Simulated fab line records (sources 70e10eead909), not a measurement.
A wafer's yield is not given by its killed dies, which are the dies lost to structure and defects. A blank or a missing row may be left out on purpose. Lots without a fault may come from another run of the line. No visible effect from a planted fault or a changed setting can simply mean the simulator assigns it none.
Which tool was responsible? / flow nandHarc / 12 lots with 36 wafers sampled at 6 steps, on a route of 1159 steps

## WHAT THE GAUGES READ, wafer by wafer
NHARC_A_CHANNEL_HOLE_D1_CD_MEAS_18.
lot=L565; measured=day 7 17:57; on=cdSem-03; cdNm (nm)=100.0 99.2 100.0
lot=L566; measured=day 8 18:56; on=cdSem-02; cdNm (nm)=99.1 99.4 99.9
lot=L567; measured=day 8 19:45; on=cdSem-02; cdNm (nm)=96.0 96.6 98.7
lot=L569; measured=day 9 03:11; on=cdSem-02; cdNm (nm)=100.1 97.3 99.8
lot=L574; measured=day 10 17:44; on=cdSem-02; cdNm (nm)=97.0 97.2 97.5
lot=L577; measured=day 11 11:50; on=cdSem-03; cdNm (nm)=98.0 99.4 99.5
lot=L578; measured=day 12 01:44; on=cdSem-01; cdNm (nm)=100.3 100.7 100.7
lot=L581; measured=day 12 10:22; on=cdSem-03; cdNm (nm)=99.1 97.5 99.2
lot=L582; measured=day 12 20:29; on=cdSem-03; cdNm (nm)=98.2 98.3 98.7
lot=L583; measured=day 12 20:39; on=cdSem-01; cdNm (nm)=98.0 99.8 100.6
lot=L584; measured=day 13 03:35; on=cdSem-01; cdNm (nm)=97.7 96.4 96.5
lot=L588; measured=day 14 05:58; on=cdSem-01; cdNm (nm)=99.2 100.8 99.4

NHARC_A_CHANNEL_HOLE_D1_INSPECT_40.
lot=L565; measured=day 7 23:43; on=defectInspect-02; rawDefectCount=54 80 58
lot=L566; measured=day 9 00:44; on=defectInspect-02; rawDefectCount=56 68 73
lot=L567; measured=day 9 04:24; on=defectInspect-01; rawDefectCount=44 42 51
lot=L569; measured=day 9 09:55; on=defectInspect-02; rawDefectCount=50 45 66
lot=L574; measured=day 10 23:29; on=defectInspect-02; rawDefectCount=454 56 404
lot=L577; measured=day 11 17:38; on=defectInspect-02; rawDefectCount=378 464 53
lot=L578; measured=day 12 07:32; on=defectInspect-01; rawDefectCount=60 73 58
lot=L581; measured=day 12 16:08; on=defectInspect-01; rawDefectCount=105 90 91
lot=L582; measured=day 13 02:16; on=defectInspect-01; rawDefectCount=50 98 60
lot=L583; measured=day 13 06:27; on=defectInspect-01; rawDefectCount=76 81 65
lot=L584; measured=day 13 10:35; on=defectInspect-02; rawDefectCount=100 94 58
lot=L588; measured=day 14 11:47; on=defectInspect-02; rawDefectCount=45 25 42

NHARC_END_SORT_01.
lot=L574; measured=day 24 06:23; on=prober-01; killedAtArray=49 12 55; killedAtOther=0 1 1; killedAtPeriphery=2 4 0; killedDies=51 17 56; killedOpen=0 2 1; killedShort=0 6 0
lot=L577; measured=day 25 18:23; on=prober-01; killedAtArray=61 72 19; killedAtOther=0 0 0; killedAtPeriphery=2 2 2; killedDies=63 74 21; killedOpen=0 3 3; killedShort=2 1 1

## EACH LOT AND THE TOOL THAT RAN IT (in order: tool; ch and the chambers of the sampled wafers; start)
lot=L565; NHARC_A_CHANNEL_HOLE_D1_ETCH_25=harEtch-01 ch 0,1, day 7 20:55; NHARC_A_CHANNEL_HOLE_D1_STRIP_27=rieDiel-12 ch 0,1, day 7 23:43 or earlier; NHARC_A_CHANNEL_FILL_D1_ALD_14=aldHk-03 ch 0,1,3, day 8 07:02
lot=L566; NHARC_A_CHANNEL_HOLE_D1_ETCH_25=harEtch-01 ch 1, day 8 21:54; NHARC_A_CHANNEL_HOLE_D1_STRIP_27=rieDiel-10 ch 0,1,2, day 9 00:44 or earlier; NHARC_A_CHANNEL_FILL_D1_ALD_14=aldHk-01 ch 0,1,3, day 9 12:25
lot=L567; NHARC_A_CHANNEL_HOLE_D1_ETCH_25=harEtch-02 ch 0,1, day 9 01:35; NHARC_A_CHANNEL_HOLE_D1_STRIP_27=rieDiel-10 ch 1,2,3, day 9 04:24 or earlier; NHARC_A_CHANNEL_FILL_D1_ALD_14=aldHk-03 ch 0,1,3, day 9 12:20
lot=L569; NHARC_A_CHANNEL_HOLE_D1_ETCH_25=harEtch-01 ch 0,1, day 9 07:15; NHARC_A_CHANNEL_HOLE_D1_STRIP_27=rieDiel-12 ch 1,2,3, day 9 09:55 or earlier; NHARC_A_CHANNEL_FILL_D1_ALD_14=aldHk-04 ch 1,3, day 9 17:09
lot=L574; NHARC_A_CHANNEL_HOLE_D1_ETCH_25=harEtch-02 ch 0,1, day 10 21:07; NHARC_A_CHANNEL_HOLE_D1_STRIP_27=rieDiel-12 ch 2,3, day 10 23:29 or earlier; NHARC_A_CHANNEL_FILL_D1_ALD_14=aldHk-04 ch 1,2, day 11 08:19
lot=L577; NHARC_A_CHANNEL_HOLE_D1_ETCH_25=harEtch-02 ch 0,1, day 11 14:57; NHARC_A_CHANNEL_HOLE_D1_STRIP_27=rieDiel-01 ch 0,1,2, day 11 17:38 or earlier; NHARC_A_CHANNEL_FILL_D1_ALD_14=aldHk-03 ch 0,2, day 12 00:50
lot=L578; NHARC_A_CHANNEL_HOLE_D1_ETCH_25=harEtch-01 ch 0,1, day 12 05:08; NHARC_A_CHANNEL_HOLE_D1_STRIP_27=rieDiel-10 ch 2,3, day 12 07:32 or earlier; NHARC_A_CHANNEL_FILL_D1_ALD_14=aldHk-04 ch 0,3, day 12 16:37
lot=L581; NHARC_A_CHANNEL_HOLE_D1_ETCH_25=harEtch-01 ch 0,1, day 12 13:19; NHARC_A_CHANNEL_HOLE_D1_STRIP_27=rieDiel-01 ch 1,3, day 12 16:08 or earlier; NHARC_A_CHANNEL_FILL_D1_ALD_14=aldHk-03 ch 0,1,3, day 12 23:46
lot=L582; NHARC_A_CHANNEL_HOLE_D1_ETCH_25=harEtch-01 ch 0,1, day 12 23:37; NHARC_A_CHANNEL_HOLE_D1_STRIP_27=rieDiel-10 ch 0,2,3, day 13 02:16 or earlier; NHARC_A_CHANNEL_FILL_D1_ALD_14=aldHk-01 ch 0,1,2, day 13 09:31
lot=L583; NHARC_A_CHANNEL_HOLE_D1_ETCH_25=harEtch-01 ch 0,1, day 13 03:46; NHARC_A_CHANNEL_HOLE_D1_STRIP_27=rieDiel-10 ch 0,1, day 13 06:27 or earlier; NHARC_A_CHANNEL_FILL_D1_ALD_14=aldHk-03 ch 0,1,3, day 13 13:46
lot=L584; NHARC_A_CHANNEL_HOLE_D1_ETCH_25=harEtch-01 ch 0,1, day 13 07:47; NHARC_A_CHANNEL_HOLE_D1_STRIP_27=rieDiel-10 ch 1,2,3, day 13 10:35 or earlier; NHARC_A_CHANNEL_FILL_D1_ALD_14=aldHk-03 ch 0,2,3, day 13 17:24
lot=L588; NHARC_A_CHANNEL_HOLE_D1_ETCH_25=harEtch-02 ch 0,1, day 14 09:15; NHARC_A_CHANNEL_HOLE_D1_STRIP_27=rieDiel-10 ch 0,1,3, day 14 11:47 or earlier; NHARC_A_CHANNEL_FILL_D1_ALD_14=aldHk-01 ch 1,2,3, day 14 19:01
- NHARC_A_CHANNEL_HOLE_D1_ETCH_25: etches the open film in C4F8/O2/Ar, time 1040.2 s, target depth 1500 nm.
- NHARC_A_CHANNEL_HOLE_D1_STRIP_27: strips in O2.
- NHARC_A_CHANNEL_FILL_D1_ALD_14: deposits SiO2, target thk 2.5 nm, pulse time 10 s, ald cycles 25.

## AS READ BY THE TOOLS THEMSELVES (means over the sampled wafers that have a number; for cases with no such wafer, the mark the record gives instead)
NHARC_A_CHANNEL_HOLE_D1_ETCH_25.
lot=L565; tool=harEtch-01; chamberPressureMTorr (mTorr)=19.983; drypumpMotorCurrentA (A)=5.0; showerheadPlenumPTorr (Torr)=3.68; throttleValvePct (%)=32.233
lot=L566; tool=harEtch-01; chamberPressureMTorr (mTorr)=20.005; drypumpMotorCurrentA (A)=4.9; showerheadPlenumPTorr (Torr)=3.61; throttleValvePct (%)=32.240
lot=L567; tool=harEtch-02; chamberPressureMTorr (mTorr)=19.993; drypumpMotorCurrentA (A)=5.6; showerheadPlenumPTorr (Torr)=3.69; throttleValvePct (%)=32.227
lot=L569; tool=harEtch-01; chamberPressureMTorr (mTorr)=19.997; drypumpMotorCurrentA (A)=5.1; showerheadPlenumPTorr (Torr)=3.72; throttleValvePct (%)=32.241
lot=L574; tool=harEtch-02; chamberPressureMTorr (mTorr)=20.022; drypumpMotorCurrentA (A)=5.2; showerheadPlenumPTorr (Torr)=3.77; throttleValvePct (%)=32.244
lot=L577; tool=harEtch-02; chamberPressureMTorr (mTorr)=19.993; drypumpMotorCurrentA (A)=5.2; showerheadPlenumPTorr (Torr)=3.76; throttleValvePct (%)=32.228
lot=L578; tool=harEtch-01; chamberPressureMTorr (mTorr)=20.026; drypumpMotorCurrentA (A)=5.1; showerheadPlenumPTorr (Torr)=3.71; throttleValvePct (%)=32.227
lot=L581; tool=harEtch-01; chamberPressureMTorr (mTorr)=20.001; drypumpMotorCurrentA (A)=5.0; showerheadPlenumPTorr (Torr)=3.65; throttleValvePct (%)=32.235
lot=L582; tool=harEtch-01; chamberPressureMTorr (mTorr)=19.991; drypumpMotorCurrentA (A)=5.1; showerheadPlenumPTorr (Torr)=3.65; throttleValvePct (%)=32.232
lot=L583; tool=harEtch-01; chamberPressureMTorr (mTorr)=19.981; drypumpMotorCurrentA (A)=5.1; showerheadPlenumPTorr (Torr)=3.70; throttleValvePct (%)=32.230
lot=L584; tool=harEtch-01; chamberPressureMTorr (mTorr)=19.997; drypumpMotorCurrentA (A)=5.0; showerheadPlenumPTorr (Torr)=3.64; throttleValvePct (%)=32.230
lot=L588; tool=harEtch-02; chamberPressureMTorr (mTorr)=19.992; drypumpMotorCurrentA (A)=5.5; showerheadPlenumPTorr (Torr)=3.67; throttleValvePct (%)=32.235

NHARC_A_CHANNEL_HOLE_D1_STRIP_27.
lot=L565; tool=rieDiel-12; chamberPressureMTorr (mTorr)=59.96; drypumpMotorCurrentA (A)=5.6; oesProductAu (a.u.)=1.006; rfVppV (V)=57.4; showerheadPlenumPTorr (Torr)=3.43; throttleValvePct (%)=17.038
lot=L566; tool=rieDiel-10; chamberPressureMTorr (mTorr)=60.00; drypumpMotorCurrentA (A)=5.9; oesProductAu (a.u.)=0.996; rfVppV (V)=57.9; showerheadPlenumPTorr (Torr)=3.56; throttleValvePct (%)=17.041
lot=L567; tool=rieDiel-10; chamberPressureMTorr (mTorr)=59.95; drypumpMotorCurrentA (A)=6.1; oesProductAu (a.u.)=1.000; rfVppV (V)=58.6; showerheadPlenumPTorr (Torr)=3.47; throttleValvePct (%)=17.038
lot=L569; tool=rieDiel-12; chamberPressureMTorr (mTorr)=60.02; drypumpMotorCurrentA (A)=5.4; oesProductAu (a.u.)=0.992; rfVppV (V)=57.1; showerheadPlenumPTorr (Torr)=3.51; throttleValvePct (%)=17.038
lot=L574; tool=rieDiel-12; chamberPressureMTorr (mTorr)=59.97; drypumpMotorCurrentA (A)=5.3; oesProductAu (a.u.)=1.000; rfVppV (V)=57.4; showerheadPlenumPTorr (Torr)=3.63; throttleValvePct (%)=17.033
lot=L577; tool=rieDiel-01; chamberPressureMTorr (mTorr)=60.05; drypumpMotorCurrentA (A)=5.7; oesProductAu (a.u.)=1.009; rfVppV (V)=58.7; showerheadPlenumPTorr (Torr)=3.49; throttleValvePct (%)=17.034
lot=L578; tool=rieDiel-10; chamberPressureMTorr (mTorr)=60.04; drypumpMotorCurrentA (A)=6.5; oesProductAu (a.u.)=0.999; rfVppV (V)=57.6; showerheadPlenumPTorr (Torr)=3.42; throttleValvePct (%)=17.035
lot=L581; tool=rieDiel-01; chamberPressureMTorr (mTorr)=60.00; drypumpMotorCurrentA (A)=5.3; oesProductAu (a.u.)=1.013; rfVppV (V)=58.0; showerheadPlenumPTorr (Torr)=3.43; throttleValvePct (%)=17.033
lot=L582; tool=rieDiel-10; chamberPressureMTorr (mTorr)=60.06; drypumpMotorCurrentA (A)=6.4; oesProductAu (a.u.)=0.999; rfVppV (V)=58.1; showerheadPlenumPTorr (Torr)=3.51; throttleValvePct (%)=17.035
lot=L583; tool=rieDiel-10; chamberPressureMTorr (mTorr)=59.97; drypumpMotorCurrentA (A)=5.8; oesProductAu (a.u.)=1.005; rfVppV (V)=57.6; showerheadPlenumPTorr (Torr)=3.63; throttleValvePct (%)=17.031
lot=L584; tool=rieDiel-10; chamberPressureMTorr (mTorr)=60.02; drypumpMotorCurrentA (A)=6.1; oesProductAu (a.u.)=0.996; rfVppV (V)=57.6; showerheadPlenumPTorr (Torr)=3.47; throttleValvePct (%)=17.038
lot=L588; tool=rieDiel-10; chamberPressureMTorr (mTorr)=59.99; drypumpMotorCurrentA (A)=6.0; oesProductAu (a.u.)=1.001; rfVppV (V)=57.1; showerheadPlenumPTorr (Torr)=3.54; throttleValvePct (%)=17.039

NHARC_A_CHANNEL_FILL_D1_ALD_14.
lot=L565; tool=aldHk-03; heaterPowerW (W)=457; precursorPulseHeightRel=1.009
lot=L566; tool=aldHk-01; heaterPowerW (W)=445; precursorPulseHeightRel=1.002
lot=L567; tool=aldHk-03; heaterPowerW (W)=458; precursorPulseHeightRel=0.990
lot=L569; tool=aldHk-04; heaterPowerW (W)=481; precursorPulseHeightRel=0.997
lot=L574; tool=aldHk-04; heaterPowerW (W)=483; precursorPulseHeightRel=0.993
lot=L577; tool=aldHk-03; heaterPowerW (W)=420; precursorPulseHeightRel=0.991
lot=L578; tool=aldHk-04; heaterPowerW (W)=445; precursorPulseHeightRel=1.018
lot=L581; tool=aldHk-03; heaterPowerW (W)=465; precursorPulseHeightRel=0.996
lot=L582; tool=aldHk-01; heaterPowerW (W)=480; precursorPulseHeightRel=1.015
lot=L583; tool=aldHk-03; heaterPowerW (W)=465; precursorPulseHeightRel=1.003
lot=L584; tool=aldHk-03; heaterPowerW (W)=447; precursorPulseHeightRel=0.992
lot=L588; tool=aldHk-01; heaterPowerW (W)=482; precursorPulseHeightRel=0.989

## THE ANSWER, worked out from the rows above alone
Rule: what is usual is taken from the lots themselves. Put in order of their means at a reading, lots are off if they are a third of the lots or fewer, leave a main group of 4 or more, and stand apart from it by a gap of 3 or more times the standard deviation of the main group's means; of several such gaps the widest counts. A main group whose means are all the same, to the digits that the tables above print for the reading, isn't used. A lot without any number at a reading at which 4 lots or more have one is off too. Where the step has rows for the other lots, those lots are counted as sound. Order of review: gauges by route order, followed by the tools' own readings, for which a lot's mean as printed above is used. The first step at which some lot is off is used, and at that step the reading that is off furthest; a lot without a number counts as furthest.
Off: L574, L577 (NHARC_A_CHANNEL_HOLE_D1_INSPECT_40, rawDefectCount). Main group: mean 65, sd 16.
If a tool, at a process step before that reading, ran all the lots that are off and no sound lot after the first of them, it fits. Those tools and the gauges at NHARC_A_CHANNEL_HOLE_D1_INSPECT_40 are tried in the same way. With no start given for some of its lots, NHARC_A_CHANNEL_HOLE_D1_STRIP_27 uses the hours and lot order of NHARC_A_CHANNEL_HOLE_D1_INSPECT_40. None of those tried fits.

## WHAT THE SIMULATOR HAD PUT IN
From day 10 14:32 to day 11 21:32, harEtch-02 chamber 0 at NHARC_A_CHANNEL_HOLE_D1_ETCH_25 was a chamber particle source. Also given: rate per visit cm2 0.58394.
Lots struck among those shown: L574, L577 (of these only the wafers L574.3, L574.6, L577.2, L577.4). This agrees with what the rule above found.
